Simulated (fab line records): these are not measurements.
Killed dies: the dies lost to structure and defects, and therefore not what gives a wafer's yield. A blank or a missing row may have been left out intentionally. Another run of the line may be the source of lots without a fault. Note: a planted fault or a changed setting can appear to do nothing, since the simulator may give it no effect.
Matching of chambers || flow n5Finfet || 4 sister chambers for N5_SDB_DESCUM_16 on rieDiel-01
The step chemistry O2, time 7.9 s. 14 wafers are shown with their chamber, then 7 later ones without.

== WAFERS PAIRED WITH THEIR CHAMBERS ==
{"wafer": "L891.1", "chamber": 1, "showerheadPlenumPTorr (Torr)": 2.03, "throttleValvePct (%)": 21.0, "oesProductAu (a.u.)": 0.74}
{"wafer": "L891.3", "chamber": 0, "showerheadPlenumPTorr (Torr)": 2.07, "throttleValvePct (%)": 20.1, "oesProductAu (a.u.)": 0.75}
{"wafer": "L891.5", "chamber": 1, "showerheadPlenumPTorr (Torr)": 2.03, "throttleValvePct (%)": 21.0, "oesProductAu (a.u.)": 0.75}
{"wafer": "L895.1", "chamber": 1, "showerheadPlenumPTorr (Torr)": 2.03, "throttleValvePct (%)": 21.0, "oesProductAu (a.u.)": 0.74}
{"wafer": "L895.4", "chamber": 3, "showerheadPlenumPTorr (Torr)": 2.04, "throttleValvePct (%)": 20.2, "oesProductAu (a.u.)": 0.94}
{"wafer": "L895.6", "chamber": 2, "showerheadPlenumPTorr (Torr)": 2.14, "throttleValvePct (%)": 20.6, "oesProductAu (a.u.)": 0.70}
{"wafer": "L900.1", "chamber": 1, "showerheadPlenumPTorr (Torr)": 2.03, "throttleValvePct (%)": 21.0, "oesProductAu (a.u.)": 0.74}
{"wafer": "L900.2", "chamber": 2, "showerheadPlenumPTorr (Torr)": 2.14, "throttleValvePct (%)": 20.6, "oesProductAu (a.u.)": 0.69}
{"wafer": "L900.5", "chamber": 0, "showerheadPlenumPTorr (Torr)": 2.06, "throttleValvePct (%)": 20.2, "oesProductAu (a.u.)": 0.74}
{"wafer": "L902.1", "chamber": 3, "showerheadPlenumPTorr (Torr)": 2.03, "throttleValvePct (%)": 20.2, "oesProductAu (a.u.)": 0.89}
{"wafer": "L902.3", "chamber": 1, "showerheadPlenumPTorr (Torr)": 2.03, "throttleValvePct (%)": 21.1, "oesProductAu (a.u.)": 0.72}
{"wafer": "L902.4", "chamber": 3, "showerheadPlenumPTorr (Torr)": 2.03, "throttleValvePct (%)": 20.2, "oesProductAu (a.u.)": 0.89}
{"wafer": "L903.2", "chamber": 1, "showerheadPlenumPTorr (Torr)": 2.03, "throttleValvePct (%)": 21.0, "oesProductAu (a.u.)": 0.73}
{"wafer": "L903.5", "chamber": 0, "showerheadPlenumPTorr (Torr)": 2.06, "throttleValvePct (%)": 20.2, "oesProductAu (a.u.)": 0.73}

SIGNATURES (averages over the wafers above)
{"reading": "showerheadPlenumPTorr", "chamber 0": 2.0633, "chamber 1": 2.0300, "chamber 2": 2.1400, "chamber 3": 2.0333, "scatter within a chamber": 0.00365}
{"reading": "throttleValvePct", "chamber 0": 20.167, "chamber 1": 21.017, "chamber 2": 20.600, "chamber 3": 20.200, "scatter within a chamber": 0.0387}
{"reading": "oesProductAu", "chamber 0": 0.7400, "chamber 1": 0.7367, "chamber 2": 0.6950, "chamber 3": 0.9067, "scatter within a chamber": 0.0157}
Rule: for a wafer and a chamber, the distance is found by dividing, reading by reading, the gap between the wafer's reading and the chamber's mean by the reading's scatter, squaring, summing and taking the root. The wafer belongs to the nearest chamber; if the next one is less than 2 further off, it can't be placed. How the scatter is found: for the shown wafers, subtract from each reading the mean of its chamber, square and add these, divide the total by (wafers less chambers), then take the root.

== WAFERS WITH NO CHAMBER GIVEN ==
{"wafer": "L903.6", "showerheadPlenumPTorr (Torr)": 2.02, "throttleValvePct (%)": 21.1, "oesProductAu (a.u.)": 0.73}
{"wafer": "L909.1", "showerheadPlenumPTorr (Torr)": 2.05, "throttleValvePct (%)": 20.2, "oesProductAu (a.u.)": 0.73}
{"wafer": "L909.4", "showerheadPlenumPTorr (Torr)": 2.13, "throttleValvePct (%)": 20.2, "oesProductAu (a.u.)": 0.94}
{"wafer": "L909.5", "showerheadPlenumPTorr (Torr)": 2.03, "throttleValvePct (%)": 20.2, "oesProductAu (a.u.)": 0.88}
{"wafer": "L910.2", "showerheadPlenumPTorr (Torr)": 2.13, "throttleValvePct (%)": 20.2, "oesProductAu (a.u.)": 0.94}
{"wafer": "L910.4", "showerheadPlenumPTorr (Torr)": 2.05, "throttleValvePct (%)": 20.2, "oesProductAu (a.u.)": 0.72}
{"wafer": "L910.5", "showerheadPlenumPTorr (Torr)": 2.02, "throttleValvePct (%)": 21.1, "oesProductAu (a.u.)": 0.71}

== CHAMBER TAKEN BY EACH ==
{"wafer": "L903.6", "from the rows above": 1, "in truth": 1}
{"wafer": "L909.1", "from the rows above": 0, "in truth": 0}
{"wafer": "L909.4", "from the rows above": 2, "in truth": 2}
{"wafer": "L909.5", "from the rows above": 3, "in truth": 3}
{"wafer": "L910.2", "from the rows above": 2, "in truth": 2}
{"wafer": "L910.4", "from the rows above": 0, "in truth": 0}
{"wafer": "L910.5", "from the rows above": 1, "in truth": 1}
Placed correctly: 7 of 7. Left unplaced by these rows: 0. Wrongly placed: 0.
